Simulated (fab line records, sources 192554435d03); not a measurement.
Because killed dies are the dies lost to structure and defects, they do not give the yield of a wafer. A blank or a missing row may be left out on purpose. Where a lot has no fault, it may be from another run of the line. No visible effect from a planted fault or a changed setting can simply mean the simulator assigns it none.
Split-lot study    flow n5-finfet    7 lots, 21 wafers read, on a route of 1938 steps

## ABOUT THE SPLIT
At N5_BEOL_M5_COAT_22 (resist thk 30 nm), the setting spin-rpm was moved away from the recipe's 1500 rpm on 4 of the 21 wafers read, by -8.9% to +6.8%. For the rest of the wafers, this setting stayed at what the recipe calls for.

## FROM THE SPLIT TO THE READING: what the file shows between them, 6 steps
- N5_BEOL_M5_EBR_24
- N5_BEOL_M5_SOFTBAKE_23: time 60 s
- N5_BEOL_M5_EXPOSE_25: exposes mask V4, defocus 10 nm
- N5_BEOL_M5_PEB_26: peb time 60 s
- N5_BEOL_M5_DEVELOP_27: develop time 30 s
- N5_BEOL_M5_DESCUM_33: chemistry O2, time 7 s

## THE READING
CAR-EUV_of_BEOL_M5_COAT_22.thk-nm (the simulator's own value, which no gauge read), in nm, at N5_BEOL_M5_ETCH_75 (etches underlayer in N2/H2, target depth 6.5 nm, time 5.2 s). There is no usual value for it anywhere in the file. Average 20.3 nm, standard deviation 0.15 nm, over the 17 wafers here run with the recipe.

wafer   tool, chamber at the split  spin-rpm as run, rpm  against the recipe  CAR-EUV_of_BEOL_M5_COAT_22.thk-nm, nm  against lot-mates on the recipe
L074.1  litho-track-04, 0           1500                  recipe              20.4                                   -
L074.4  litho-track-04, 0           1500                  recipe              20.6                                   -
L074.5  litho-track-04, 0           1500                  recipe              20.6                                   -
L080.2  litho-track-04, 0           1602                  +6.8%               19.4                                   -0.8
L080.3  litho-track-04, 0           1500                  recipe              20.2                                   -
L080.6  litho-track-04, 0           1500                  recipe              20.2                                   -
L088.1  litho-track-04, 0           1500                  recipe              20.6                                   -
L088.3  litho-track-04, 0           1500                  recipe              20.4                                   -
L088.4  litho-track-04, 0           1367                  -8.9%               21.8                                   +1.3
L089.2  litho-track-03, 0           1500                  recipe              20.2                                   -
L089.4  litho-track-03, 0           1500                  recipe              20.2                                   -
L089.5  litho-track-03, 0           1500                  recipe              20.2                                   -
L090.1  litho-track-03, 0           1500                  recipe              20.2                                   -
L090.4  litho-track-03, 0           1500                  recipe              20.4                                   -
L090.6  litho-track-03, 0           1440                  -4.0%               20.8                                   +0.5
L091.1  litho-track-03, 0           1500                  recipe              20.2                                   -
L091.4  litho-track-03, 0           1500                  recipe              20.2                                   -
L091.2  litho-track-03, 0           1500                  recipe              20.4                                   -
L095.2  litho-track-03, 0           1500                  recipe              20.4                                   -
L095.4  litho-track-03, 0           1500                  recipe              20.2                                   -
L095.5  litho-track-03, 0           1418                  -5.5%               21.2                                   +0.9

FIT RESULTS
A straight line over all 21 wafers: CAR-EUV_of_BEOL_M5_COAT_22.thk-nm changes by -0.152 nm for each +1% of spin-rpm; r = -0.95; the points scatter about the line by 0.15 nm.
The same after taking each lot's own level away (the mean of its wafers on the recipe; 21 wafers): -0.139 nm for each +1%; r = -0.98; scatter 0.091 nm.
On that fit, the largest move of spin-rpm shifts the reading by 1.2 nm.
The span of the lots' own levels, 20.20 to 20.53 nm, comes to 2.2 times the standard deviation stated above.
So the lot-to-lot level changes the slope little: the two slopes agree.
Check: for one of the wafers moved furthest among these (-8.9%), held out of the fit, the line's prediction against its lot-mates is +1.2 nm. It came out at +1.3 nm against them.

## ADDITIONAL SPLITS CARRIED BY THESE WAFERS
These wafers also went through other splits before the reading. Each is held against what the fit with the lots' levels taken away leaves over:
other split on the same wafers  wafers away from the commonest value  r with CAR-EUV_of_BEOL_M5_COAT_22.thk-nm (lot level and that fit taken away)
N5_BEOL_M4_EXPOSE_25 dose-mj    2                                     +0.18
N5_BEOL_M5_PECVD_70 temp-c      4                                     +0.14
N5_BEOL_M5_COAT_05 spin-rpm     11                                    +0.05
N5_BEOL_M5_ETCH_72 bias-w       8                                     -0.33

## THE WHOLE CHAIN: every reading that the file lists as answering this split, in the file's order
step                   what it does                                                 reading                                                                             change (the file's fit)                r (the file's)
N5_BEOL_M5_COAT_22     resist thk 30 nm                                             CAR-EUV_of_BEOL_M5_COAT_22.thk-nm (the simulator's own value, which no gauge read)  -0.16 nm for each +1% of the setting   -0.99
N5_BEOL_M5_DEVELOP_27  develop time 30 s                                            CAR-EUV_of_BEOL_M5_COAT_22.thk-nm (the simulator's own value, which no gauge read)  -0.155 nm for each +1% of the setting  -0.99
N5_BEOL_M5_ETCH_75     etches underlayer in N2/H2, target depth 6.5 nm, time 5.2 s  CAR-EUV_of_BEOL_M5_COAT_22.thk-nm (the simulator's own value, which no gauge read)  -0.14 nm for each +1% of the setting   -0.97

## THE FILE'S OWN FIT
CAR-EUV_of_BEOL_M5_COAT_22.thk-nm changes by -0.14 nm for each +1% of spin-rpm, r = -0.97.
